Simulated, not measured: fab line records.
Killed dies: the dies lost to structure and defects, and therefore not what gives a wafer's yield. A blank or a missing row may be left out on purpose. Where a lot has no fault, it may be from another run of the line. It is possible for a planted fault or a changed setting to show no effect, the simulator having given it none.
fab line records | flow n5Finfet
record: lots: 24 wafers: 72 lastDay: 18
route steps=1938 shown BEOL_M3@969 BEOL_M4@1034
lots untouched by any fault: they come from a run of this same line in which no faults occurred
startH: hours from the record's opening day to when the first of the lot's shown wafers began | waitH: how many hours have passed since the lot's step before this one | " the same as in the row above | L1.1+2: a single row standing in for several wafers | - no value, or no start given | * or withheld: withheld | < > ~ a bound
route shown NAME@n: NAME is a module with steps in the file, n the number in the route of the first one | usual: mean/standard deviation taken from wafers without a fault | same: alike in all rows | chamber/n: place in a boat | sites: per-site readings | _std_site: the values' standard deviation | _edge_site: inner sites' mean taken away from outer sites' mean | radiusMm: for every site, how far away it sits from the centre of the wafer | mask NAME#n: copy n | behind: tool/chamber where the wafer was last shaped | hold: what put the lot on hold/how long, in hours/how the hold closed | device: whichever transistor did not switch (one of n, p or np) | end of line: tests of these same wafers at the route's end | a step without rows: its recipe alone | killed: count of dies lost to structure and defects at first sort (not the wafer's yield) | map: per-die view of a wafer (x killed, . not killed, _ where there is no die)
set.NAME: the setting the step ran with; set.NAME@STEP: the setting that earlier step ran with | model.NAME: the simulator's own value behind a step, which no gauge read
a sample of lots followed through the steps of the route, with each step as a table and each wafer as a row
services: the hour from which a tool's chamber was out of use, counted from the record's first day as startH (under 0 if before that day), plus the number of hours and why
== steps ==
step: N5_BEOL_M3_DESCUM_33
recipe: chemistry: O2 timeS: 7 sourcePowerW: 50 biasPowerW: 20 pressureMtorr: 20 rfFrequencyHz: 2.712e+07 tempC: 40 resist: CAR-EUV o2FlowSccm: 225
usual: drypumpMotorCurrentA: 5.7/0.33 oesProductAu: 0.77/0.1 rfVppV: 243.3/1.4 showerheadPlenumPTorr: 2.10/0.069 throttleValvePct: 20.41/0.25
columns lot.wafer tool chamber startH waitH drypumpMotorCurrentA oesProductAu rfHoursCounterH rfVppV showerheadPlenumPTorr throttleValvePct
L074.3 rieDiel-04 3 177.70 0.0 5.5 0.71 219 241.3 1.99 20.78
L074.4 " 0 " " 5.7 0.72 186 243.5 2.08 20.84
L074.5 " 0 " " 5.7 0.72 - 242.9 2.08 20.83
L075.3 rieDiel-05 2 182.04 0.0 5.9 0.72 160 243.4 2.08 20.20
L075.4 " 0 " " 5.3 0.73 175 244.1 2.06 20.21
L075.6 " 0 " " 5.3 0.73 - 242.1 2.06 20.21
L076.1 rieDiel-02 2 184.51 0.0 5.7 0.67 244 243.3 2.14 20.44
L076.2 " 1 " " 5.9 0.68 238 243.6 2.16 20.54
L076.5 " 3 " " 5.5 0.64 - 240.5 2.04 20.74
L077.1 rieDiel-04 1 184.95 0.3 5.9 0.73 173 244.7 2.15 20.21
L077.3 " 3 " " 5.5 0.70 221 241.3 1.99 20.77
L077.6 " 0 " " 5.7 0.71 - 243.5 2.08 20.83
L079.1 rieDiel-04 1 185.81 0.5 5.9 0.74 173 242.7 2.15 20.22
L079.3 " 3 " " 5.5 0.71 222 241.9 1.99 20.78
L079.5 " 1 " " 5.9 0.74 - 245.6 2.15 20.24
L080.1 rieDiel-02 3 185.91 0.4 5.5 0.65 260 243.5 2.04 20.73
L080.4 " 3 " " 5.5 0.66 - 240.9 2.04 20.73
L080.5 " 2 " " 5.7 0.68 - 244.1 2.14 20.46
L078.1 rieDiel-05 1 191.07 0.0 5.1 0.85 45 243.6 2.13 20.24
L078.4 " 0 " " 5.3 0.73 178 242.9 2.06 20.22
L078.5 " 3 " " 6.3 0.95 - 244.9 2.22 20.41
L081.1 rieDiel-04 3 194.30 0.0 5.5 0.70 224 242.1 1.99 20.76
L081.3 " 1 " " 5.9 0.73 175 242.9 2.15 20.22
L081.6 " 1 " " 5.9 0.73 - 243.5 2.15 20.22
L082.1 rieDiel-02 2 195.00 0.0 5.7 0.66 248 243.9 2.14 20.45
L082.4 " 2 " " 5.7 0.66 - 245.3 2.14 20.45
L082.5 " 1 " " 5.8 0.67 - 244.6 2.16 20.51
L084.2 rieDiel-05 3 208.13 0.1 6.3 0.92 11 246.8 2.22 20.41
L084.5 " 2 " " 5.9 0.72 - 242.1 2.08 20.21
L084.6 " 3 " " 6.3 0.93 - 246.2 2.22 20.41
L083.3 rieDiel-05 1 208.28 0.0 5.1 0.84 48 243.8 2.13 20.25
L083.5 " 1 " " 5.1 0.84 - 245.1 2.13 20.25
L083.6 " 2 " " 5.8 0.72 - 242.5 2.08 20.20
L085.2 rieDiel-02 3 213.23 0.0 5.5 0.96 2 242.7 2.04 20.41
L085.3 " 1 " " 5.9 0.67 246 244.2 2.16 20.54
L085.5 " 3 " " 5.5 0.95 - 240.8 2.04 20.42
L086.2 rieDiel-04 0 225.67 0.0 5.7 0.71 197 244.5 2.08 20.86
L086.3 " 3 " " 5.5 0.69 231 242.0 1.98 20.78
L086.6 " 3 " " 5.5 0.70 - 240.8 1.98 20.79
L087.3 rieDiel-05 3 248.97 0.0 6.3 0.92 17 245.5 2.22 20.41
L087.4 " 1 " " 5.1 0.84 54 243.2 2.13 20.26
L087.5 " 3 " " 6.3 0.92 - 246.3 2.22 20.41
L088.1 rieDiel-02 0 249.15 0.0 5.3 0.71 201 242.2 1.99 20.52
L088.2 " 3 " " 5.5 0.91 11 241.5 2.04 20.41
L088.3 " 2 " " 5.7 0.94 6 243.7 2.13 20.02
L089.1 rieDiel-05 1 254.45 0.0 5.1 0.83 56 242.5 2.13 20.25
L089.3 " 0 " " 5.3 0.71 189 242.4 2.06 20.23
L089.5 " 1 " " 5.1 0.83 - 244.8 2.13 20.26
L090.1 rieDiel-02 1 254.77 0.0 5.8 0.98 0 244.2 2.16 20.05
L090.2 " 0 " " 5.3 0.71 203 240.7 1.99 20.52
L090.6 " 3 " " 5.4 0.91 - 243.3 2.04 20.43
L091.1 rieDiel-04 0 270.71 0.4 5.7 0.71 208 243.7 2.07 20.87
L091.4 " 3 " " 5.5 0.70 242 240.4 1.98 20.80
L091.5 " 1 " " 5.9 0.72 - 245.2 2.14 20.25
L092.2 rieDiel-04 1 275.78 0.0 5.9 0.72 195 244.0 2.14 20.28
L092.4 " 3 " " 5.5 0.69 243 242.3 1.98 20.80
L092.6 " 3 " " 5.5 0.69 - 240.8 1.98 20.80
L093.2 rieDiel-05 0 276.04 0.0 5.3 0.71 194 242.0 2.06 20.23
L093.3 " 3 " " 6.3 0.90 23 244.6 2.22 20.44
L093.6 " 2 " " 5.9 0.71 - 242.2 2.07 20.23
L094.1 rieDiel-02 0 276.10 0.0 5.3 0.71 208 242.3 1.99 20.52
L094.2 " 2 " " 5.7 0.92 14 242.3 2.13 20.03
L094.4 " 1 " " 5.8 0.94 - 245.5 2.16 20.07
L095.4 rieDiel-05 3 281.31 0.0 6.3 0.90 25 243.8 2.22 20.42
L095.5 " 3 " " 6.3 0.90 - 244.1 2.22 20.44
L095.6 " 0 " " 5.3 0.72 - 241.7 2.06 20.23
L097.2 rieDiel-05 2 285.78 0.0 5.8 0.71 181 244.8 2.07 20.23
L097.3 " 1 " " 5.1 0.82 64 244.3 2.13 20.28
L097.6 " 2 " " 5.9 0.70 - 245.4 2.07 20.23
L096.1 rieDiel-04 3 286.23 0.0 5.5 0.69 246 242.9 1.98 20.81
L096.3 " 2 " " 5.8 0.92 16 243.6 2.04 19.98
L096.5 " 0 " " 5.7 0.70 - 242.5 2.07 20.86
step: N5_BEOL_M3_OCD_MEAS_38
usual: trenchDepthNm: 54.9/1
columns lot.wafer tool chamber startH waitH trenchDepthNm
L074.3 ocd-01 - 179.99 - 55.0
L074.4 " - " " 53.4
L074.5 " - " " 54.3
L075.3 ocd-02 - 185.84 - 54.8
L075.4 " - " " 53.0
L075.6 " - " " 55.9
L076.1 ocd-01 - 188.88 - 53.2
L076.2 " - " " 54.2
L076.5 " - " " 54.1
L077.1 ocd-01 - 189.25 - 55.2
L077.3 " - " " 53.6
L077.6 " - " " 53.9
L079.1 ocd-01 - 189.38 - 52.7
L079.3 " - " " 55.6
L079.5 " - " " 56.2
L080.1 ocd-02 - 189.57 - 54.6
L080.4 " - " " 55.1
L080.5 " - " " 53.7
L078.1 ocd-02 - 193.52 - 54.0
L078.4 " - " " 54.5
L078.5 " - " " 53.9
L081.1 ocd-01 - 195.76 - 53.9
L081.3 " - " " 53.5
L081.6 " - " " 55.1
L082.1 ocd-01 - 195.78 - 56.3
L082.4 " - " " 56.0
L082.5 " - " " 55.8
L083.3 ocd-01 - 231.30 - 56.4
L083.5 " - " " 55.4
L083.6 " - " " 56.9
L084.2 ocd-02 - 232.55 - 55.0
L084.5 " - " " 55.0
L084.6 " - " " 55.1
L085.2 ocd-02 - 233.02 - 56.0
L085.3 " - " " 54.8
L085.5 " - " " 54.4
L086.2 ocd-02 - 236.29 - 53.6
L086.3 " - " " 57.2
L086.6 " - " " 55.8
L087.3 ocd-01 - 249.96 - 55.0
L087.4 " - " " 53.7
L087.5 " - " " 54.8
L088.1 ocd-01 - 250.09 - 54.6
L088.2 " - " " 54.5
L088.3 " - " " 55.4
L089.1 ocd-02 - 261.12 - 56.1
L089.3 " - " " 53.4
L089.5 " - " " 52.6
L090.1 ocd-02 - 264.49 - 55.0
L090.2 " - " " 54.7
L090.6 " - " " 54.3
L091.1 ocd-01 - 271.43 - 55.3
L091.4 " - " " 54.4
L091.5 " - " " 54.7
L092.2 ocd-02 - 278.38 - 55.3
L092.4 " - " " 55.4
L092.6 " - " " 54.3
L093.2 ocd-01 - 282.09 - 54.7
L093.3 " - " " 55.6
L093.6 " - " " 55.0
L094.1 ocd-01 - 289.21 - 54.8
L094.2 " - " " 57.5
L094.4 " - " " 54.4
L095.4 ocd-02 - 292.52 - 53.8
L095.5 " - " " 54.3
L095.6 " - " " 55.1
L097.2 ocd-01 - 295.60 - 56.2
L097.3 " - " " 55.0
L097.6 " - " " 56.1
L096.1 ocd-02 - 295.67 - 55.2
L096.3 " - " " 55.5
L096.5 " - " " 54.9
step: N5_BEOL_M3_PRE_CLEAN_45
recipe: gas: H2/He timeS: 30 tempC: 250
usual: heaterPowerW: 330/29
columns lot.wafer tool chamber startH waitH heaterPowerW
L074.3 pvdSputter-02 - 180.32 0.0 327
L074.4 " - " " 305
L074.5 " - " " 306
L075.3 pvdSputter-02 - 186.38 0.0 336
L075.4 " - " " 340
L075.6 " - " " 303
L076.1 pvdSputter-02 - 189.55 0.0 328
L076.2 " - " " 331
L076.5 " - " " 308
L077.1 pvdSputter-02 - 189.63 0.0 332
L077.3 " - " " 334
L077.6 " - " " 344
L079.1 pvdSputter-03 - 189.69 0.0 367
L079.3 " - " " 314
L079.5 " - " " 362
L080.1 pvdSputter-02 - 189.87 0.0 332
L080.4 " - " " 331
L080.5 " - " " 308
L078.1 pvdSputter-02 - 195.64 0.0 338
L078.4 " - " " 303
L078.5 " - " " 335
L081.1 pvdSputter-01 - 196.16 0.0 317
L081.3 " - " " 313
L081.6 " - " " 390
L082.1 pvdSputter-03 - 196.20 0.0 370
L082.4 " - " " 389
L082.5 " - " " 372
L083.3 pvdSputter-01 - 232.78 0.0 384
L083.5 " - " " 315
L083.6 " - " " 313
L084.2 pvdSputter-02 - 233.03 0.0 339
L084.5 " - " " 309
L084.6 " - " " 331
L085.2 pvdSputter-01 - 233.25 0.0 299
L085.3 " - " " 306
L085.5 " - " " 395
L086.2 pvdSputter-03 - 236.54 0.0 316
L086.3 " - " " 390
L086.6 " - " " 339
L087.3 pvdSputter-02 - 250.50 0.0 327
L087.4 " - " " 344
L087.5 " - " " 311
L088.1 pvdSputter-02 - 250.58 0.0 326
L088.2 " - " " 327
L088.3 " - " " 312
L089.1 pvdSputter-02 - 261.41 0.0 301
L089.3 " - " " 326
L089.5 " - " " 340
L090.1 pvdSputter-03 - 264.85 0.0 395
L090.2 " - " " 371
L090.6 " - " " 338
L091.1 pvdSputter-03 - 271.70 0.0 321
L091.4 " - " " 390
L091.5 " - " " 368
L092.2 pvdSputter-01 - 279.29 0.0 316
L092.4 " - " " 262
L092.6 " - " " 314
L093.2 pvdSputter-01 - 282.45 0.0 389
L093.3 " - " " 316
L093.6 " - " " 313
L094.1 pvdSputter-02 - 289.59 0.0 335
L094.2 " - " " 330
L094.4 " - " " 312
L095.4 pvdSputter-01 - 293.05 0.0 312
L095.5 " - " " 379
L095.6 " - " " 264
L097.2 pvdSputter-02 - 296.41 0.0 317
L097.3 " - " " 339
L097.6 " - " " 301
L096.1 pvdSputter-02 - 296.53 0.0 330
L096.3 " - " " 336
L096.5 " - " " 334
step: N5_BEOL_M3_ANNEAL_91
recipe: tempC: 400 timeS: 240 ambient: vacuum
usual: heaterPowerW: 828/96
columns lot.wafer tool chamber startH waitH heaterPowerW
L074.3 pvdSputter-03 - 182.33 0.0 991
L074.4 " - " " 836
L074.5 " - " " 865
L075.3 pvdSputter-02 - 188.17 0.0 758
L075.4 " - " " 841
L075.6 " - " " 842
L076.1 pvdSputter-01 - 191.36 0.0 648
L076.2 " - " " 782
L076.5 " - " " 960
L077.1 pvdSputter-02 - 191.81 0.0 808
L077.3 " - " " 809
L077.6 " - " " 823
L079.1 pvdSputter-01 - 193.20 0.0 771
L079.3 " - " " 661
L079.5 " - " " 799
L080.1 pvdSputter-03 - 193.32 0.0 920
L080.4 " - " " 956
L080.5 " - " " 981
L078.1 pvdSputter-01 - 197.41 0.0 946
L078.4 " - " " 793
L078.5 " - " " 655
L081.1 pvdSputter-01 - 199.25 0.0 947
L081.3 " - " " 669
L081.6 " - " " 802
L082.1 pvdSputter-03 - 199.83 0.0 934
L082.4 " - " " 785
L082.5 " - " " 964
L083.3 pvdSputter-02 - 234.57 0.0 818
L083.5 " - " " 822
L083.6 " - " " 761
L084.2 pvdSputter-01 - 234.90 0.0 747
L084.5 " - " " 666
L084.6 " - " " 984
L085.2 pvdSputter-01 - 236.82 0.0 809
L085.3 " - " " 786
L085.5 " - " " 762
L086.2 pvdSputter-01 - 238.78 0.0 964
L086.3 " - " " 780
L086.6 " - " " 973
L087.3 pvdSputter-03 - 252.22 0.0 947
L087.4 " - " " 826
L087.5 " - " " 916
L088.1 pvdSputter-02 - 252.29 0.0 825
L088.2 " - " " 816
L088.3 " - " " 750
L089.1 pvdSputter-01 - 263.23 0.0 666
L089.3 " - " " 946
L089.5 " - " " 632
L090.1 pvdSputter-02 - 268.10 0.0 833
L090.2 " - " " 837
L090.6 " - " " 768
L091.1 pvdSputter-01 - 275.43 0.0 651
L091.4 " - " " 780
L091.5 " - " " 957
L092.2 pvdSputter-01 - 281.05 0.0 758
L092.4 " - " " 971
L092.6 " - " " 968
L093.2 pvdSputter-03 - 284.30 0.0 864
L093.3 " - " " 937
L093.6 " - " " 851
L094.1 pvdSputter-01 - 291.63 0.0 972
L094.2 " - " " 788
L094.4 " - " " 781
L095.4 pvdSputter-01 - 294.99 0.0 650
L095.5 " - " " 656
L095.6 " - " " 776
L097.2 pvdSputter-03 - 298.73 0.0 842
L097.3 " - " " 924
L097.6 " - " " 845
L096.1 pvdSputter-01 - 299.81 0.0 666
L096.3 " - " " 786
L096.5 " - " " 786
step: N5_BEOL_M4_CD_MEAS_11
recipe: targetCdNm: 16.79 landingEnergyEv: 500 detector: seInlens polarity: opening
usual: cdNm: 16.76/0.26
columns lot.wafer tool chamber startH waitH cdNm
L074.3 cdSem-01 0 186.53 - 16.88
L074.4 " 0 " " 16.87
L074.5 " 0 " " 16.87
L075.3 cdSem-03 0 190.41 - 16.68
L075.4 " 0 " " 16.36
L075.6 " 0 " " 16.73
L076.1 cdSem-02 0 193.69 - 16.68
L076.2 " 0 " " 16.78
L076.5 " 0 " " 16.81
L077.1 cdSem-03 0 196.19 - 16.94
L077.3 " 0 " " 16.96
L077.6 " 0 " " 16.76
L079.1 cdSem-02 0 196.29 - 16.71
L079.3 " 0 " " 16.45
L079.5 " 0 " " 16.73
L080.1 cdSem-01 0 196.40 - 16.65
L080.4 " 0 " " 16.70
L080.5 " 0 " " 17.38
L078.1 cdSem-03 0 200.36 - 17.00
L078.4 " 0 " " 16.72
L078.5 " 0 " " 16.74
L081.1 cdSem-02 0 201.64 - 16.93
L081.3 " 0 " " 16.49
L081.6 " 0 " " 16.52
L082.1 cdSem-03 0 202.62 - 16.54
L082.4 " 0 " " 16.75
L082.5 " 0 " " 17.15
L083.3 cdSem-01 0 237.10 - 17.14
L083.5 " 0 " " 17.08
L083.6 " 0 " " 16.42
L084.2 cdSem-02 0 237.21 - 16.33
L084.5 " 0 " " 16.46
L084.6 " 0 " " 17.00
L085.2 cdSem-03 0 241.12 - 16.38
L085.3 " 0 " " 16.96
L085.5 " 0 " " 16.24
L086.2 cdSem-01 0 242.43 - 16.89
L086.3 " 0 " " 17.17
L086.6 " 0 " " 16.95
L087.3 cdSem-03 0 258.09 - 16.80
L087.4 " 0 " " 16.73
L087.5 " 0 " " 16.60
L088.1 cdSem-03 0 258.38 - 16.68
L088.2 " 0 " " 16.40
L088.3 " 0 " " 16.24
L089.1 cdSem-01 0 265.60 - 17.33
L089.3 " 0 " " 16.39
L089.5 " 0 " " 16.76
L090.1 cdSem-02 0 271.65 - 17.34
L090.2 " 0 " " 16.97
L090.6 " 0 " " 16.90
L091.1 cdSem-03 0 279.34 - 16.95
L091.4 " 0 " " 16.76
L091.5 " 0 " " 16.85
L092.2 cdSem-02 0 283.41 - 16.68
L092.4 " 0 " " 16.96
L092.6 " 0 " " 17.13
L093.2 cdSem-01 0 289.63 - 16.68
L093.3 " 0 " " 16.68
L093.6 " 0 " " 16.42
L094.1 cdSem-03 0 296.01 - 16.85
L094.2 " 0 " " 16.96
L094.4 " 0 " " 16.36
L095.4 cdSem-03 0 299.70 - 16.63
L095.5 " 0 " " 16.41
L095.6 " 0 " " 16.71
L097.2 cdSem-02 0 301.41 - 16.46
L097.3 " 0 " " 16.40
L097.6 " 0 " " 16.79
L096.1 cdSem-03 0 304.25 - 16.99
L096.3 " 0 " " 16.96
L096.5 " 0 " " 16.88
step: N5_BEOL_M4_CD_MEAS_28
recipe: targetCdNm: 26.2 landingEnergyEv: 500 detector: seInlens targetCdYNm: 24.1 polarity: opening
usual: cdNm: 26.20/0.25
columns lot.wafer tool chamber startH waitH cdNm
L074.3 cdSem-01 0 187.53 - 26.07
L074.4 " 0 " " 26.02
L074.5 " 0 " " 26.04
L075.3 cdSem-03 0 191.41 - 26.58
L075.4 " 0 " " 26.30
L075.6 " 0 " " 26.11
L076.1 cdSem-01 0 194.69 - 26.62
L076.2 " 0 " " 26.00
L076.5 " 0 " " 26.28
L077.1 cdSem-03 0 197.19 - 25.93
L077.3 " 0 " " 26.31
L077.6 " 0 " " 25.86
L079.1 cdSem-03 0 197.38 - 26.05
L079.3 " 0 " " 26.15
L079.5 " 0 " " 26.29
L080.1 cdSem-01 0 197.56 - 25.63
L080.4 " 0 " " 26.26
L080.5 " 0 " " 26.08
L078.1 cdSem-02 0 201.44 - 26.31
L078.4 " 0 " " 25.83
L078.5 " 0 " " 25.68
L081.1 cdSem-02 0 202.64 - 25.88
L081.3 " 0 " " 26.27
L081.6 " 0 " " 25.91
L082.1 cdSem-03 0 203.79 - 26.33
L082.4 " 0 " " 26.21
L082.5 " 0 " " 26.64
L083.3 cdSem-03 0 238.88 - 26.38
L083.5 " 0 " " 26.48
L083.6 " 0 " " 26.63
L084.2 cdSem-01 0 239.21 - 26.23
L084.5 " 0 " " 26.50
L084.6 " 0 " " 26.19
L085.2 cdSem-01 0 242.62 - 26.39
L085.3 " 0 " " 26.20
L085.5 " 0 " " 26.48
L086.2 cdSem-03 0 244.20 - 26.05
L086.3 " 0 " " 26.11
L086.6 " 0 " " 26.40
L087.3 cdSem-01 0 259.09 - 25.69
L087.4 " 0 " " 25.94
L087.5 " 0 " " 25.92
L088.1 cdSem-03 0 259.38 - 25.99
L088.2 " 0 " " 26.14
L088.3 " 0 " " 26.32
L089.1 cdSem-03 0 266.63 - 26.16
L089.3 " 0 " " 26.44
L089.5 " 0 " " 26.05
L090.1 cdSem-02 0 272.65 - 26.24
L090.2 " 0 " " 26.41
L090.6 " 0 " " 25.83
L091.1 cdSem-01 0 280.22 - 26.08
L091.4 " 0 " " 25.73
L091.5 " 0 " " 25.93
L092.2 cdSem-03 0 284.47 - 26.08
L092.4 " 0 " " 26.03
L092.6 " 0 " " 26.52
L093.2 cdSem-01 0 290.68 - 26.46
L093.3 " 0 " " 25.93
L093.6 " 0 " " 26.43
L094.1 cdSem-03 0 297.01 - 26.31
L094.2 " 0 " " 26.20
L094.4 " 0 " " 26.37
L095.4 cdSem-03 0 300.94 - 26.29
L095.5 " 0 " " 25.91
L095.6 " 0 " " 26.29
L097.2 cdSem-02 0 302.30 - 26.20
L097.3 " 0 " " 26.03
L097.6 " 0 " " 26.15
L096.1 cdSem-01 0 305.55 - 25.98
L096.3 " 0 " " 27.02
L096.5 " 0 " " 26.43
== services ==
columns tool chamber startH hours kind
rieDiel-02 3 158.29 9.1 repair
pvdSputter-02 - 159.51 2.8 repair
rieDiel-02 3 186.90 - clean
rieDiel-02 3 186.90 - consumableReplace:focusRing
rieDiel-02 3 186.90 19.3 scheduledDown
rieDiel-02 3 186.90 19.3 ventCycle
rieDiel-02 1 189.70 2.6 repair
rieDiel-04 2 193.49 - clean
rieDiel-04 2 193.49 - consumableReplace:focusRing
rieDiel-04 2 193.49 13.0 scheduledDown
rieDiel-04 2 193.49 13.0 ventCycle
rieDiel-02 2 206.43 - clean
rieDiel-02 2 206.43 - consumableReplace:focusRing
rieDiel-02 2 206.43 20.5 scheduledDown
rieDiel-02 2 206.43 20.5 ventCycle
pvdSputter-02 - 207.13 4.6 repair
rieDiel-04 0 207.73 1.7 repair
rieDiel-02 1 228.55 - clean
rieDiel-02 1 228.55 - consumableReplace:focusRing
rieDiel-02 1 228.55 24.3 scheduledDown
pvdSputter-03 - 239.40 1.2 repair
rieDiel-04 2 240.24 10.5 repair
rieDiel-02 - 257.01 2.8 pm
rieDiel-02 3 261.30 17.6 repair
== key ==
fault none
